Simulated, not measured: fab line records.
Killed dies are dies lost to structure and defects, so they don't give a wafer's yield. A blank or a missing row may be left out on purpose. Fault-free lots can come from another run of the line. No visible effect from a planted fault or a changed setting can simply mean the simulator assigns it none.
fab line records + flow nand_harc
[record]
- lots = 24
- wafers = 72
- last_day = 33
route steps=1302 shown A_CHANNEL_FILL_D1@517 A_DECK1_JOINT@544 A_ONON_D2@557 A_CHANNEL_HOLE_D2@584 A_CHANNEL_FILL_D2@637
lots that met no fault: taken from a fault-free run of the same line
start_h: start of the lot's first displayed wafer, in hours after the record's first day + wait_h: hours elapsed since this lot's preceding step + " same as the row above + L1.1+2: several wafers, shown together as one row + - no value, or no start was given + * or withheld: withheld + < > ~ a bound
route shown NAME@n: names a module that has steps shown in the file, with the first one's number in the route + usual: average and standard deviation across the fault-free wafers + same: alike in all rows + chamber/n: place in a boat + sites: each site's reading + _std_site: the standard deviation of these + _edge_site: mean of outer sites minus mean of inner sites + radius_mm: for every site, how far away it sits from the centre of the wafer + mask NAME#n: copy n + behind: tool/chamber where the wafer was last shaped + hold: what put the lot on hold/how long, in hours/how the hold closed + device: transistor that didn't switch, given as n, p or np + end of line: the route-end tests of the same wafers + a step without rows: its recipe alone + killed: not the wafer's yield, but the dies lost to structure and defects at the first sort + map: per-die view of a wafer (x killed, . not killed, _ where there is no die)
set.NAME: the setting as run; set.NAME@STEP: as run at that earlier step + model.NAME: the simulator's own value behind a step, which no gauge read
steps of the route over a sample of lots; a table a step, a row a wafer
services: a tool's chamber out of use, with start hour (start_h, from the record's first day; less than 0 if before it), hours out, and reason
[[steps]]
[step NHARC_A_CHANNEL_FILL_D1_INSPECT_13]
[usual]
- raw_defect_count = 338/130
| lot.wafer | tool              | chamber | start_h | wait_h | raw_defect_count |
|-----------|-------------------|---------|---------|--------|------------------|
| L074.1    | defect_inspect-02 | -       | 233.29  | 0.0    | 396              |
| L074.5    | "                 | -       | "       | "      | 306              |
| L074.6    | "                 | -       | "       | "      | 391              |
| L075.1    | defect_inspect-01 | -       | 247.84  | 0.0    | 367              |
| L075.2    | "                 | -       | "       | "      | 290              |
| L075.5    | "                 | -       | "       | "      | 274              |
| L076.1    | defect_inspect-02 | -       | 261.56  | 0.0    | 973              |
| L076.3    | "                 | -       | "       | "      | 559              |
| L076.5    | "                 | -       | "       | "      | 437              |
| L078.1    | defect_inspect-02 | -       | 268.08  | 0.0    | 415              |
| L078.2    | "                 | -       | "       | "      | 313              |
| L078.4    | "                 | -       | "       | "      | 380              |
| L077.1    | defect_inspect-02 | -       | 279.00  | 0.0    | 308              |
| L077.2    | "                 | -       | "       | "      | 512              |
| L077.6    | "                 | -       | "       | "      | 341              |
| L079.2    | defect_inspect-02 | -       | 288.26  | 0.0    | 349              |
| L079.3    | "                 | -       | "       | "      | 244              |
| L079.4    | "                 | -       | "       | "      | 398              |
| L080.2    | defect_inspect-02 | -       | 295.29  | 0.0    | 384              |
| L080.4    | "                 | -       | "       | "      | 315              |
| L080.5    | "                 | -       | "       | "      | 551              |
| L081.3    | defect_inspect-02 | -       | 300.77  | 0.0    | 481              |
| L081.4    | "                 | -       | "       | "      | 312              |
| L081.6    | "                 | -       | "       | "      | 301              |
| L082.2    | defect_inspect-01 | -       | 315.77  | 0.0    | 173              |
| L082.5    | "                 | -       | "       | "      | 190              |
| L082.6    | "                 | -       | "       | "      | 263              |
| L083.1    | defect_inspect-01 | -       | 334.23  | 0.0    | 259              |
| L083.5    | "                 | -       | "       | "      | 376              |
| L083.6    | "                 | -       | "       | "      | 466              |
| L084.1    | defect_inspect-02 | -       | 340.39  | 0.0    | 405              |
| L084.4    | "                 | -       | "       | "      | 467              |
| L084.6    | "                 | -       | "       | "      | 304              |
| L086.1    | defect_inspect-02 | -       | 348.38  | 0.0    | 274              |
| L086.2    | "                 | -       | "       | "      | 466              |
| L086.3    | "                 | -       | "       | "      | 251              |
| L085.2    | defect_inspect-01 | -       | 348.39  | 0.0    | 397              |
| L085.3    | "                 | -       | "       | "      | 370              |
| L085.5    | "                 | -       | "       | "      | 232              |
| L089.1    | defect_inspect-02 | -       | 380.36  | 0.0    | 274              |
| L089.4    | "                 | -       | "       | "      | 232              |
| L089.6    | "                 | -       | "       | "      | 266              |
| L087.3    | defect_inspect-02 | -       | 380.38  | 0.0    | 323              |
| L087.4    | "                 | -       | "       | "      | 253              |
| L087.6    | "                 | -       | "       | "      | 293              |
| L088.1    | defect_inspect-02 | -       | 380.51  | 0.0    | 452              |
| L088.3    | "                 | -       | "       | "      | 274              |
| L088.6    | "                 | -       | "       | "      | 574              |
| L090.1    | defect_inspect-01 | -       | 396.41  | 0.0    | 265              |
| L090.3    | "                 | -       | "       | "      | 218              |
| L090.6    | "                 | -       | "       | "      | 105              |
| L091.1    | defect_inspect-02 | -       | 396.42  | 0.0    | 452              |
| L091.5    | "                 | -       | "       | "      | 320              |
| L091.6    | "                 | -       | "       | "      | 381              |
| L092.1    | defect_inspect-02 | -       | 422.17  | 0.0    | 319              |
| L092.3    | "                 | -       | "       | "      | 188              |
| L092.4    | "                 | -       | "       | "      | 244              |
| L093.2    | defect_inspect-01 | -       | 422.17  | 0.0    | 791              |
| L093.3    | "                 | -       | "       | "      | 602              |
| L093.6    | "                 | -       | "       | "      | 722              |
| L094.3    | defect_inspect-01 | -       | 442.86  | 0.0    | 434              |
| L094.4    | "                 | -       | "       | "      | 450              |
| L094.6    | "                 | -       | "       | "      | 597              |
| L095.2    | defect_inspect-02 | -       | 445.74  | 0.0    | 346              |
| L095.3    | "                 | -       | "       | "      | 360              |
| L095.6    | "                 | -       | "       | "      | 201              |
| L096.3    | defect_inspect-02 | -       | 458.27  | 0.0    | 279              |
| L096.4    | "                 | -       | "       | "      | 219              |
| L096.6    | "                 | -       | "       | "      | 313              |
| L097.1    | defect_inspect-01 | -       | 470.81  | 0.0    | 172              |
| L097.3    | "                 | -       | "       | "      | 247              |
| L097.6    | "                 | -       | "       | "      | 194              |
[step NHARC_A_DECK1_JOINT_INSPECT_05]
[usual]
- raw_defect_count = 306/110
| lot.wafer | tool              | chamber | start_h | wait_h | raw_defect_count |
|-----------|-------------------|---------|---------|--------|------------------|
| L074.1    | defect_inspect-02 | -       | 269.91  | 0.0    | 353              |
| L074.5    | "                 | -       | "       | "      | 505              |
| L074.6    | "                 | -       | "       | "      | 339              |
| L075.1    | defect_inspect-01 | -       | 282.46  | 0.0    | 268              |
| L075.2    | "                 | -       | "       | "      | 308              |
| L075.5    | "                 | -       | "       | "      | 235              |
| L076.1    | defect_inspect-01 | -       | 294.68  | 0.0    | 245              |
| L076.3    | "                 | -       | "       | "      | 366              |
| L076.5    | "                 | -       | "       | "      | 228              |
| L078.1    | defect_inspect-02 | -       | 300.20  | 0.0    | 354              |
| L078.2    | "                 | -       | "       | "      | 385              |
| L078.4    | "                 | -       | "       | "      | 283              |
| L077.1    | defect_inspect-02 | -       | 319.04  | 0.0    | 222              |
| L077.2    | "                 | -       | "       | "      | 151              |
| L077.6    | "                 | -       | "       | "      | 164              |
| L079.2    | defect_inspect-02 | -       | 327.95  | 0.0    | 222              |
| L079.3    | "                 | -       | "       | "      | 329              |
| L079.4    | "                 | -       | "       | "      | 394              |
| L080.2    | defect_inspect-01 | -       | 327.95  | 0.0    | 157              |
| L080.4    | "                 | -       | "       | "      | 209              |
| L080.5    | "                 | -       | "       | "      | 329              |
| L081.3    | defect_inspect-01 | -       | 337.83  | 0.0    | 627              |
| L081.4    | "                 | -       | "       | "      | 478              |
| L081.6    | "                 | -       | "       | "      | 291              |
| L082.2    | defect_inspect-02 | -       | 349.29  | 0.0    | 178              |
| L082.5    | "                 | -       | "       | "      | 215              |
| L082.6    | "                 | -       | "       | "      | 172              |
| L083.1    | defect_inspect-02 | -       | 372.57  | 0.0    | 260              |
| L083.5    | "                 | -       | "       | "      | 230              |
| L083.6    | "                 | -       | "       | "      | 248              |
| L084.1    | defect_inspect-01 | -       | 372.57  | 0.0    | 275              |
| L084.4    | "                 | -       | "       | "      | 227              |
| L084.6    | "                 | -       | "       | "      | 260              |
| L086.1    | defect_inspect-02 | -       | 380.73  | 0.0    | 256              |
| L086.2    | "                 | -       | "       | "      | 223              |
| L086.3    | "                 | -       | "       | "      | 211              |
| L085.2    | defect_inspect-02 | -       | 380.89  | 0.0    | 240              |
| L085.3    | "                 | -       | "       | "      | 339              |
| L085.5    | "                 | -       | "       | "      | 312              |
| L089.1    | defect_inspect-02 | -       | 415.75  | 0.0    | 472              |
| L089.4    | "                 | -       | "       | "      | 269              |
| L089.6    | "                 | -       | "       | "      | 340              |
| L088.1    | defect_inspect-01 | -       | 415.76  | 0.0    | 441              |
| L088.3    | "                 | -       | "       | "      | 294              |
| L088.6    | "                 | -       | "       | "      | 217              |
| L087.3    | defect_inspect-02 | -       | 415.86  | 0.0    | 167              |
| L087.4    | "                 | -       | "       | "      | 242              |
| L087.6    | "                 | -       | "       | "      | 254              |
| L090.1    | defect_inspect-02 | -       | 434.81  | 0.0    | 281              |
| L090.3    | "                 | -       | "       | "      | 279              |
| L090.6    | "                 | -       | "       | "      | 367              |
| L091.1    | defect_inspect-01 | -       | 435.05  | 0.0    | 402              |
| L091.5    | "                 | -       | "       | "      | 248              |
| L091.6    | "                 | -       | "       | "      | 349              |
| L093.2    | defect_inspect-02 | -       | 462.64  | 0.0    | 239              |
| L093.3    | "                 | -       | "       | "      | 228              |
| L093.6    | "                 | -       | "       | "      | 226              |
| L092.1    | defect_inspect-01 | -       | 462.81  | 0.0    | 272              |
| L092.3    | "                 | -       | "       | "      | 398              |
| L092.4    | "                 | -       | "       | "      | 356              |
| L095.2    | defect_inspect-02 | -       | 475.25  | 0.0    | 311              |
| L095.3    | "                 | -       | "       | "      | 273              |
| L095.6    | "                 | -       | "       | "      | 159              |
| L094.3    | defect_inspect-02 | -       | 475.38  | 0.0    | 321              |
| L094.4    | "                 | -       | "       | "      | 436              |
| L094.6    | "                 | -       | "       | "      | 254              |
| L096.3    | defect_inspect-02 | -       | 492.50  | 0.0    | 193              |
| L096.4    | "                 | -       | "       | "      | 442              |
| L096.6    | "                 | -       | "       | "      | 360              |
| L097.1    | defect_inspect-01 | -       | 506.93  | 0.0    | 336              |
| L097.3    | "                 | -       | "       | "      | 319              |
| L097.6    | "                 | -       | "       | "      | 238              |
[step NHARC_A_ONON_D2_THK_MEAS_18]
[recipe]
- thk_meas_gauge = ellipsometry
[usual]
- thk_nm = 999/7.6
| lot.wafer | tool          | chamber | start_h | wait_h | thk_nm |
|-----------|---------------|---------|---------|--------|--------|
| L074.1    | film_metro-02 | -       | 280.42  | -      | 996    |
| L074.5    | "             | -       | "       | "      | 996    |
| L074.6    | "             | -       | "       | "      | 996    |
| L075.1    | film_metro-02 | -       | 293.50  | -      | 998    |
| L075.2    | "             | -       | "       | "      | 996    |
| L075.5    | "             | -       | "       | "      | 997    |
| L076.1    | film_metro-01 | -       | 305.24  | -      | 992    |
| L076.3    | "             | -       | "       | "      | 992    |
| L076.5    | "             | -       | "       | "      | 993    |
| L078.1    | film_metro-02 | -       | 310.70  | -      | 1007   |
| L078.2    | "             | -       | "       | "      | 1008   |
| L078.4    | "             | -       | "       | "      | 1009   |
| L077.1    | film_metro-02 | -       | 329.61  | -      | 992    |
| L077.2    | "             | -       | "       | "      | 994    |
| L077.6    | "             | -       | "       | "      | 995    |
| L080.2    | film_metro-02 | -       | 338.15  | -      | 1006   |
| L080.4    | "             | -       | "       | "      | 1005   |
| L080.5    | "             | -       | "       | "      | 1005   |
| L079.2    | film_metro-02 | -       | 338.17  | -      | 1014   |
| L079.3    | "             | -       | "       | "      | 1013   |
| L079.4    | "             | -       | "       | "      | 1011   |
| L081.3    | film_metro-01 | -       | 348.08  | -      | 990    |
| L081.4    | "             | -       | "       | "      | 988    |
| L081.6    | "             | -       | "       | "      | 991    |
| L082.2    | film_metro-02 | -       | 359.89  | -      | 996    |
| L082.5    | "             | -       | "       | "      | 997    |
| L082.6    | "             | -       | "       | "      | 995    |
| L084.1    | film_metro-01 | -       | 383.47  | -      | 1009   |
| L084.4    | "             | -       | "       | "      | 1008   |
| L084.6    | "             | -       | "       | "      | 1007   |
| L083.1    | film_metro-01 | -       | 383.49  | -      | 983    |
| L083.5    | "             | -       | "       | "      | 983    |
| L083.6    | "             | -       | "       | "      | 983    |
| L085.2    | film_metro-01 | -       | 390.94  | -      | 1003   |
| L085.3    | "             | -       | "       | "      | 1005   |
| L085.5    | "             | -       | "       | "      | 1003   |
| L086.1    | film_metro-01 | -       | 390.95  | -      | 989    |
| L086.2    | "             | -       | "       | "      | 989    |
| L086.3    | "             | -       | "       | "      | 990    |
| L088.1    | film_metro-02 | -       | 426.66  | -      | 1000   |
| L088.3    | "             | -       | "       | "      | 999    |
| L088.6    | "             | -       | "       | "      | 1001   |
| L089.1    | film_metro-01 | -       | 426.66  | -      | 987    |
| L089.4    | "             | -       | "       | "      | 988    |
| L089.6    | "             | -       | "       | "      | 987    |
| L087.3    | film_metro-02 | -       | 426.67  | -      | 990    |
| L087.4    | "             | -       | "       | "      | 991    |
| L087.6    | "             | -       | "       | "      | 991    |
| L091.1    | film_metro-01 | -       | 444.99  | -      | 997    |
| L091.5    | "             | -       | "       | "      | 999    |
| L091.6    | "             | -       | "       | "      | 996    |
| L090.1    | film_metro-02 | -       | 445.00  | -      | 1005   |
| L090.3    | "             | -       | "       | "      | 1007   |
| L090.6    | "             | -       | "       | "      | 1004   |
| L093.2    | film_metro-02 | -       | 472.88  | -      | 999    |
| L093.3    | "             | -       | "       | "      | 1001   |
| L093.6    | "             | -       | "       | "      | 1001   |
| L092.1    | film_metro-02 | -       | 472.93  | -      | 996    |
| L092.3    | "             | -       | "       | "      | 998    |
| L092.4    | "             | -       | "       | "      | 998    |
| L094.3    | film_metro-01 | -       | 485.44  | -      | 999    |
| L094.4    | "             | -       | "       | "      | 1000   |
| L094.6    | "             | -       | "       | "      | 1000   |
| L095.2    | film_metro-02 | -       | 485.45  | -      | 1005   |
| L095.3    | "             | -       | "       | "      | 1005   |
| L095.6    | "             | -       | "       | "      | 1005   |
| L096.3    | film_metro-01 | -       | 502.70  | -      | 999    |
| L096.4    | "             | -       | "       | "      | 1003   |
| L096.6    | "             | -       | "       | "      | 1001   |
| L097.1    | film_metro-01 | -       | 517.07  | -      | 1009   |
| L097.3    | "             | -       | "       | "      | 1011   |
| L097.6    | "             | -       | "       | "      | 1012   |
[step NHARC_A_ONON_D2_INSPECT_32]
[usual]
- raw_defect_count = 384/140
| lot.wafer | tool              | chamber | start_h | wait_h | raw_defect_count |
|-----------|-------------------|---------|---------|--------|------------------|
| L074.1    | defect_inspect-01 | -       | 283.21  | 0.0    | 421              |
| L074.5    | "                 | -       | "       | "      | 559              |
| L074.6    | "                 | -       | "       | "      | 373              |
| L075.1    | defect_inspect-02 | -       | 296.30  | 0.0    | 373              |
| L075.2    | "                 | -       | "       | "      | 410              |
| L075.5    | "                 | -       | "       | "      | 299              |
| L076.1    | defect_inspect-02 | -       | 308.05  | 0.0    | 294              |
| L076.3    | "                 | -       | "       | "      | 471              |
| L076.5    | "                 | -       | "       | "      | 284              |
| L078.1    | defect_inspect-01 | -       | 313.50  | 0.0    | 444              |
| L078.2    | "                 | -       | "       | "      | 464              |
| L078.4    | "                 | -       | "       | "      | 323              |
| L077.1    | defect_inspect-02 | -       | 332.44  | 0.0    | 286              |
| L077.2    | "                 | -       | "       | "      | 191              |
| L077.6    | "                 | -       | "       | "      | 204              |
| L080.2    | defect_inspect-02 | -       | 340.97  | 0.0    | 214              |
| L080.4    | "                 | -       | "       | "      | 277              |
| L080.5    | "                 | -       | "       | "      | 448              |
| L079.2    | defect_inspect-01 | -       | 340.99  | 0.0    | 279              |
| L079.3    | "                 | -       | "       | "      | 389              |
| L079.4    | "                 | -       | "       | "      | 496              |
| L081.3    | defect_inspect-01 | -       | 350.90  | 0.0    | 765              |
| L081.4    | "                 | -       | "       | "      | 606              |
| L081.6    | "                 | -       | "       | "      | 370              |
| L082.2    | defect_inspect-01 | -       | 362.68  | 0.0    | 233              |
| L082.5    | "                 | -       | "       | "      | 258              |
| L082.6    | "                 | -       | "       | "      | 233              |
| L084.1    | defect_inspect-02 | -       | 386.29  | 0.0    | 378              |
| L084.4    | "                 | -       | "       | "      | 316              |
| L084.6    | "                 | -       | "       | "      | 368              |
| L083.1    | defect_inspect-02 | -       | 386.32  | 0.0    | 301              |
| L083.5    | "                 | -       | "       | "      | 285              |
| L083.6    | "                 | -       | "       | "      | 293              |
| L085.2    | defect_inspect-01 | -       | 393.73  | 0.0    | 294              |
| L085.3    | "                 | -       | "       | "      | 381              |
| L085.5    | "                 | -       | "       | "      | 352              |
| L086.1    | defect_inspect-02 | -       | 393.75  | 0.0    | 346              |
| L086.2    | "                 | -       | "       | "      | 290              |
| L086.3    | "                 | -       | "       | "      | 245              |
| L087.3    | defect_inspect-01 | -       | 429.45  | 0.0    | 195              |
| L087.4    | "                 | -       | "       | "      | 264              |
| L087.6    | "                 | -       | "       | "      | 284              |
| L089.1    | defect_inspect-02 | -       | 429.46  | 0.0    | 580              |
| L089.4    | "                 | -       | "       | "      | 331              |
| L089.6    | "                 | -       | "       | "      | 423              |
| L088.1    | defect_inspect-02 | -       | 429.66  | 0.0    | 576              |
| L088.3    | "                 | -       | "       | "      | 420              |
| L088.6    | "                 | -       | "       | "      | 292              |
| L091.1    | defect_inspect-02 | -       | 447.80  | 0.0    | 523              |
| L091.5    | "                 | -       | "       | "      | 310              |
| L091.6    | "                 | -       | "       | "      | 458              |
| L090.1    | defect_inspect-01 | -       | 447.81  | 0.0    | 341              |
| L090.3    | "                 | -       | "       | "      | 309              |
| L090.6    | "                 | -       | "       | "      | 439              |
| L093.2    | defect_inspect-01 | -       | 475.70  | 0.0    | 267              |
| L093.3    | "                 | -       | "       | "      | 278              |
| L093.6    | "                 | -       | "       | "      | 266              |
| L092.1    | defect_inspect-02 | -       | 475.72  | 0.0    | 367              |
| L092.3    | "                 | -       | "       | "      | 547              |
| L092.4    | "                 | -       | "       | "      | 456              |
| L095.2    | defect_inspect-02 | -       | 488.27  | 0.0    | 362              |
| L095.3    | "                 | -       | "       | "      | 309              |
| L095.6    | "                 | -       | "       | "      | 198              |
| L094.3    | defect_inspect-01 | -       | 488.39  | 0.0    | 379              |
| L094.4    | "                 | -       | "       | "      | 494              |
| L094.6    | "                 | -       | "       | "      | 309              |
| L096.3    | defect_inspect-02 | -       | 505.54  | 0.0    | 254              |
| L096.4    | "                 | -       | "       | "      | 581              |
| L096.6    | "                 | -       | "       | "      | 465              |
| L097.1    | defect_inspect-02 | -       | 519.86  | 0.0    | 444              |
| L097.3    | "                 | -       | "       | "      | 414              |
| L097.6    | "                 | -       | "       | "      | 315              |
[step NHARC_A_CHANNEL_HOLE_D2_INSPECT_12]
[usual]
- raw_defect_count = 30/23
| lot.wafer | tool              | chamber | start_h | wait_h | raw_defect_count |
|-----------|-------------------|---------|---------|--------|------------------|
| L074.1    | defect_inspect-01 | -       | 286.67  | 0.0    | 61               |
| L074.5    | "                 | -       | "       | "      | 52               |
| L074.6    | "                 | -       | "       | "      | 55               |
| L075.1    | defect_inspect-02 | -       | 299.13  | 0.0    | 7                |
| L075.2    | "                 | -       | "       | "      | 3                |
| L075.5    | "                 | -       | "       | "      | 3                |
| L076.1    | defect_inspect-02 | -       | 314.04  | 0.0    | 55               |
| L076.3    | "                 | -       | "       | "      | 67               |
| L076.5    | "                 | -       | "       | "      | 61               |
| L078.1    | defect_inspect-01 | -       | 318.95  | 0.0    | 63               |
| L078.2    | "                 | -       | "       | "      | 61               |
| L078.4    | "                 | -       | "       | "      | 63               |
| L077.1    | defect_inspect-01 | -       | 335.46  | 0.0    | 7                |
| L077.2    | "                 | -       | "       | "      | 3                |
| L077.6    | "                 | -       | "       | "      | 7                |
| L080.2    | defect_inspect-02 | -       | 343.71  | 0.0    | 53               |
| L080.4    | "                 | -       | "       | "      | 56               |
| L080.5    | "                 | -       | "       | "      | 50               |
| L079.2    | defect_inspect-02 | -       | 343.87  | 0.0    | 7                |
| L079.3    | "                 | -       | "       | "      | 8                |
| L079.4    | "                 | -       | "       | "      | 7                |
| L081.3    | defect_inspect-01 | -       | 353.73  | 0.0    | 8                |
| L081.4    | "                 | -       | "       | "      | 7                |
| L081.6    | "                 | -       | "       | "      | 6                |
| L082.2    | defect_inspect-02 | -       | 365.51  | 0.0    | 61               |
| L082.5    | "                 | -       | "       | "      | 67               |
| L082.6    | "                 | -       | "       | "      | 56               |
| L084.1    | defect_inspect-02 | -       | 388.98  | 0.0    | 9                |
| L084.4    | "                 | -       | "       | "      | 10               |
| L084.6    | "                 | -       | "       | "      | 7                |
| L083.1    | defect_inspect-02 | -       | 389.13  | 0.0    | 62               |
| L083.5    | "                 | -       | "       | "      | 54               |
| L083.6    | "                 | -       | "       | "      | 54               |
| L085.2    | defect_inspect-01 | -       | 396.80  | 0.0    | 50               |
| L085.3    | "                 | -       | "       | "      | 65               |
| L085.5    | "                 | -       | "       | "      | 48               |
| L086.1    | defect_inspect-02 | -       | 397.31  | 0.0    | 12               |
| L086.2    | "                 | -       | "       | "      | 11               |
| L086.3    | "                 | -       | "       | "      | 14               |
| L087.3    | defect_inspect-02 | -       | 432.53  | 0.0    | 44               |
| L087.4    | "                 | -       | "       | "      | 59               |
| L087.6    | "                 | -       | "       | "      | 61               |
| L089.1    | defect_inspect-01 | -       | 433.26  | 0.0    | 54               |
| L089.4    | "                 | -       | "       | "      | 58               |
| L089.6    | "                 | -       | "       | "      | 64               |
| L088.1    | defect_inspect-02 | -       | 434.39  | 0.0    | 13               |
| L088.3    | "                 | -       | "       | "      | 12               |
| L088.6    | "                 | -       | "       | "      | 10               |
| L090.1    | defect_inspect-02 | -       | 450.64  | 0.0    | 16               |
| L090.3    | "                 | -       | "       | "      | 10               |
| L090.6    | "                 | -       | "       | "      | 7                |
| L091.1    | defect_inspect-01 | -       | 450.80  | 0.0    | 64               |
| L091.5    | "                 | -       | "       | "      | 61               |
| L091.6    | "                 | -       | "       | "      | 70               |
| L093.2    | defect_inspect-02 | -       | 482.18  | 0.0    | 14               |
| L093.3    | "                 | -       | "       | "      | 15               |
| L093.6    | "                 | -       | "       | "      | 23               |
| L092.1    | defect_inspect-02 | -       | 483.45  | 0.0    | 19               |
| L092.3    | "                 | -       | "       | "      | 17               |
| L092.4    | "                 | -       | "       | "      | 22               |
| L095.2    | defect_inspect-01 | -       | 497.16  | 0.0    | 26               |
| L095.3    | "                 | -       | "       | "      | 22               |
| L095.6    | "                 | -       | "       | "      | 20               |
| L094.3    | defect_inspect-02 | -       | 497.31  | 0.0    | 25               |
| L094.4    | "                 | -       | "       | "      | 20               |
| L094.6    | "                 | -       | "       | "      | 23               |
| L096.3    | defect_inspect-02 | -       | 508.23  | 0.0    | 3                |
| L096.4    | "                 | -       | "       | "      | 3                |
| L096.6    | "                 | -       | "       | "      | 5                |
| L097.1    | defect_inspect-02 | -       | 523.20  | 0.0    | 2                |
| L097.3    | "                 | -       | "       | "      | 5                |
| L097.6    | "                 | -       | "       | "      | 6                |
[step NHARC_A_CHANNEL_FILL_D2_RTA_24]
[recipe]
- temp_c = 1000
- time_s = 5
[usual]
- lamp_power_pct = 29.01/0.12
- lamp_zone_5_pct = 29.01/0.12
- wafer_temp_C_max = 1003.8/0.99
| lot.wafer | tool          | chamber | start_h | wait_h | lamp_power_pct | lamp_zone_5_pct | wafer_temp_C_max |
|-----------|---------------|---------|---------|--------|----------------|-----------------|------------------|
| L074.1    | rtp_anneal-02 | 0       | 343.65  | 0.0    | 28.87          | 28.88           | 1002.8           |
| L074.5    | "             | 0       | "       | "      | 28.88          | 28.89           | 1003.2           |
| L074.6    | "             | 0       | "       | "      | 28.91          | 28.86           | 1002.5           |
| L075.1    | rtp_anneal-01 | 0       | 355.99  | 0.0    | 29.13          | 29.13           | 1004.4           |
| L075.2    | "             | 0       | "       | "      | 29.12          | 29.13           | 1003.7           |
| L075.5    | "             | 0       | "       | "      | 29.16          | 29.05           | 1003.8           |
| L076.1    | rtp_anneal-01 | 0       | 370.32  | 0.0    | 29.14          | 29.17           | 1004.7           |
| L076.3    | "             | 0       | "       | "      | 29.13          | 29.12           | 1004.5           |
| L076.5    | "             | 0       | "       | "      | 29.08          | 29.05           | 1004.3           |
| L078.1    | rtp_anneal-02 | 0       | 376.38  | 0.2    | 28.86          | 28.87           | 1004.1           |
| L078.2    | "             | 0       | "       | "      | 28.87          | 28.88           | 1004.2           |
| L078.4    | "             | 0       | "       | "      | 28.88          | 28.88           | 1002.7           |
| L077.1    | rtp_anneal-01 | 0       | 389.99  | 0.0    | 29.11          | 29.15           | 1003.9           |
| L077.2    | "             | 0       | "       | "      | 29.13          | 29.08           | 1004.9           |
| L077.6    | "             | 0       | "       | "      | 29.07          | 29.09           | 1003.7           |
| L079.2    | rtp_anneal-02 | 0       | 399.65  | 0.1    | 28.91          | 28.85           | 1003.4           |
| L079.3    | "             | 0       | "       | "      | 28.84          | 28.90           | 1003.6           |
| L079.4    | "             | 0       | "       | "      | 28.88          | 28.84           | 1003.0           |
| L080.2    | rtp_anneal-01 | 0       | 399.65  | 0.1    | 29.11          | 29.10           | 1004.7           |
| L080.4    | "             | 0       | "       | "      | 29.09          | 29.11           | 1003.9           |
| L080.5    | "             | 0       | "       | "      | 29.08          | 29.10           | 1003.9           |
| L081.3    | rtp_anneal-02 | 0       | 410.40  | 0.1    | 28.89          | 28.84           | 1003.2           |
| L081.4    | "             | 0       | "       | "      | 28.92          | 28.88           | 1004.4           |
| L081.6    | "             | 0       | "       | "      | 28.92          | 28.95           | 1003.2           |
| L082.2    | rtp_anneal-02 | 0       | 424.41  | 0.1    | 28.91          | 28.87           | 1002.5           |
| L082.5    | "             | 0       | "       | "      | 28.88          | 28.88           | 1002.7           |
| L082.6    | "             | 0       | "       | "      | 28.89          | 28.86           | 1002.5           |
| L083.1    | rtp_anneal-01 | 0       | 447.30  | 0.0    | 29.09          | 29.19           | 1005.5           |
| L083.5    | "             | 0       | "       | "      | 29.18          | 29.12           | 1006.8           |
| L083.6    | "             | 0       | "       | "      | 29.10          | 29.12           | 1005.3           |
| L084.1    | rtp_anneal-02 | 0       | 447.42  | 0.1    | 28.88          | 28.84           | 1002.7           |
| L084.4    | "             | 0       | "       | "      | 28.90          | 28.92           | 1002.6           |
| L084.6    | "             | 0       | "       | "      | 28.86          | 28.89           | 1003.2           |
| L085.2    | rtp_anneal-01 | 0       | 453.93  | 0.1    | 29.13          | 29.07           | 1005.3           |
| L085.3    | "             | 0       | "       | "      | 29.09          | 29.17           | 1004.8           |
| L085.5    | "             | 0       | "       | "      | 29.17          | 29.16           | 1003.3           |
| L086.1    | rtp_anneal-02 | 0       | 453.98  | 0.1    | 28.84          | 28.90           | 1003.4           |
| L086.2    | "             | 0       | "       | "      | 28.88          | 28.90           | 1003.5           |
| L086.3    | "             | 0       | "       | "      | 28.86          | 28.89           | 1005.0           |
| L089.1    | rtp_anneal-01 | 0       | 489.47  | 0.0    | 29.12          | 29.15           | 1005.2           |
| L089.4    | "             | 0       | "       | "      | 29.10          | 29.12           | 1003.9           |
| L089.6    | "             | 0       | "       | "      | 29.17          | 29.13           | 1004.1           |
| L088.1    | rtp_anneal-02 | 0       | 489.47  | 0.0    | 28.89          | 28.90           | 1003.3           |
| L088.3    | "             | 0       | "       | "      | 28.91          | 28.90           | 1003.2           |
| L088.6    | "             | 0       | "       | "      | 28.87          | 28.86           | 1003.3           |
| L087.3    | rtp_anneal-01 | 0       | 492.42  | 0.1    | 29.10          | 29.18           | 1004.0           |
| L087.4    | "             | 0       | "       | "      | 29.14          | 29.18           | 1005.6           |
| L087.6    | "             | 0       | "       | "      | 29.16          | 29.12           | 1004.1           |
| L091.1    | rtp_anneal-02 | 0       | 509.97  | 0.0    | 28.89          | 28.89           | 1003.8           |
| L091.5    | "             | 0       | "       | "      | 28.87          | 28.88           | 1003.6           |
| L091.6    | "             | 0       | "       | "      | 28.98          | 28.90           | 1002.4           |
| L090.1    | rtp_anneal-02 | 0       | 510.14  | 0.2    | 28.89          | 28.92           | 1002.9           |
| L090.3    | "             | 0       | "       | "      | 28.90          | 28.93           | 1003.0           |
| L090.6    | "             | 0       | "       | "      | 28.85          | 28.85           | 1002.4           |
| L092.1    | rtp_anneal-02 | 0       | 537.68  | 0.0    | 28.89          | 28.96           | 1003.4           |
| L092.3    | "             | 0       | "       | "      | 28.91          | 28.89           | 1002.1           |
| L092.4    | "             | 0       | "       | "      | 28.93          | 28.93           | 1003.0           |
| L093.2    | rtp_anneal-01 | 0       | 537.71  | 0.1    | 29.16          | 29.13           | 1004.1           |
| L093.3    | "             | 0       | "       | "      | 29.15          | 29.17           | 1006.2           |
| L093.6    | "             | 0       | "       | "      | 29.10          | 29.14           | 1005.3           |
| L095.2    | rtp_anneal-02 | 0       | 551.32  | 0.1    | 28.91          | 28.89           | 1003.0           |
| L095.3    | "             | 0       | "       | "      | 28.90          | 28.86           | 1002.7           |
| L095.6    | "             | 0       | "       | "      | 28.93          | 28.92           | 1002.2           |
| L094.3    | rtp_anneal-01 | 0       | 551.35  | 0.1    | 29.17          | 29.18           | 1003.5           |
| L094.4    | "             | 0       | "       | "      | 29.15          | 29.13           | 1004.2           |
| L094.6    | "             | 0       | "       | "      | 29.14          | 29.10           | 1005.2           |
| L096.3    | rtp_anneal-01 | 0       | 568.99  | 0.1    | 29.12          | 29.13           | 1004.2           |
| L096.4    | "             | 0       | "       | "      | 29.17          | 29.08           | 1004.5           |
| L096.6    | "             | 0       | "       | "      | 29.14          | 29.17           | 1004.4           |
| L097.1    | rtp_anneal-01 | 0       | 579.56  | 0.0    | 29.07          | 29.11           | 1004.2           |
| L097.3    | "             | 0       | "       | "      | 29.08          | 29.08           | 1005.3           |
| L097.6    | "             | 0       | "       | "      | 29.09          | 29.15           | 1004.3           |
[[services]]
| tool          | chamber | start_h | hours | kind |
|---------------|---------|---------|-------|------|
| rtp_anneal-01 | -       | 372.00  | 12.0  | pm   |
[[key]]
fault none
